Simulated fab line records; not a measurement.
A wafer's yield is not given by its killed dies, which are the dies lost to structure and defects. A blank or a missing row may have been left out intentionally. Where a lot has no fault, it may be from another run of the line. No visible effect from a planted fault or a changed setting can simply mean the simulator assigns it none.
Code-filled problem report in 8D (eight disciplines) form | flow n5_finfet | the parts of the form that need people (team, actions taken, sign-off) are left out

== 1. PROBLEM STATEMENT ==
At N5_PASSIVATION_PROBE_49, killed_at_front_end averages 167 over 9 wafers from 3 lots, while fault-free wafers read 39, standard deviation 10. That is +13 standard deviations from the usual mean.
First observed at day 15 15:35: wafer L412.1, on prober-01. The record has a number at this step for 19 wafers belonging to 7 lots. Rule for "out", or "out of limits": more than 4 standard deviations from the usual mean. Any other wafer with a number is counted as sound.

== 2. WHAT THIS IS AND IS NOT ==
question                    | is                                                                                  | is not
which readings at this step | killed_at_front_end, defect_limited_yield, killed_dies, sort_n_pass, sort_yield_pct | killed_at_M0_to_M3, killed_at_M4_up, killed_open, killed_short, sort_bin_4_leakage, sort_bin_8_speed
which lots                  | L412, L413, L415                                                                    | L411, L420, L422, L423
which wafers of those lots  | all that have a number                                                              | -
read on which tools         | prober-01, prober-02                                                                | -
when                        | from day 15 15:35                                                                   | up to then (3 sound wafers); but 7 sound wafers of L420, L422, L423 came after

== 3. WHAT RULES OUT EACH SUSPECT ==
Counting: a tool stays on the suspect list if, at a process step up to the reading, it processed all lots that are out and no sound lot following the first of them.
- rie_diel-03 at N5_PMOS_HMC_CHANNEL_EPI_ETCH_32 (etches BARC in N2/H2, stops on SiO2, target depth 85.8 nm, time 50.3 s): kept. All lots that are out passed through it, beginning with L412 at day 4 06:04, and no sound lot followed; its final sound lot before that point was L411 at day 3 23:49.
After counting, what remains is rie_diel-03 at N5_PMOS_HMC_CHANNEL_EPI_ETCH_32.

== 4. THE CAUSE (what the simulator had put in) ==
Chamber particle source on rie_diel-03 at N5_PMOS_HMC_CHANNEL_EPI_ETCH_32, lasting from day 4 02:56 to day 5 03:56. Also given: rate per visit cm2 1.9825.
This tool alone remained once counting was done.

== 5. SEQUENCE OF EFFECTS, ordered by route ==
One row per reading whose mean, taken over the struck wafers that have a number, lies over 3 standard deviations from the usual. Scope: only readings with a usual standard deviation given in the record; hours: median across lots of the time from each lot's start at the first step in this table that gives one to its start at this step; sigmas: change in usual standard deviations.
hours | step                    | reading              | usual  | on struck wafers | change | sigmas
0     | N5_PASSIVATION_PROBE_49 | defect_limited_yield | 91.3 % | 80.7             | -10.6  | -7.6
0     | N5_PASSIVATION_PROBE_49 | killed_at_front_end  | 39     | 167              | +128   | +13
0     | N5_PASSIVATION_PROBE_49 | killed_dies          | 103    | 228              | +125   | +7.8
0     | N5_PASSIVATION_PROBE_49 | sort_bin_5_function  | 5.1 %  | 11.6             | +6.5   | +7.0
0     | N5_PASSIVATION_PROBE_49 | sort_n_pass          | 1077   | 952              | -125   | -7.4
0     | N5_PASSIVATION_PROBE_49 | sort_yield_pct       | 91.2 % | 80.7             | -10.5  | -7.5
Process steps it contains:
- N5_PASSIVATION_PROBE_49

== 6. WHAT WOULD HAVE CAUGHT IT SOONER ==
The fault began at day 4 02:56; the first out-of-limits reading in this record came at day 15 15:35, 277 hours later.
Tool readings at N5_PMOS_HMC_CHANNEL_EPI_ETCH_32 with a usual standard deviation given in the record: none out on any struck wafer, hence no alarm at a limit of 4 standard deviations on them.
Lots out: 3; all had begun N5_PMOS_HMC_CHANNEL_EPI_ETCH_32 on rie_diel-03 by day 15 15:35. A hold on the tool at that time would have spared none of them.
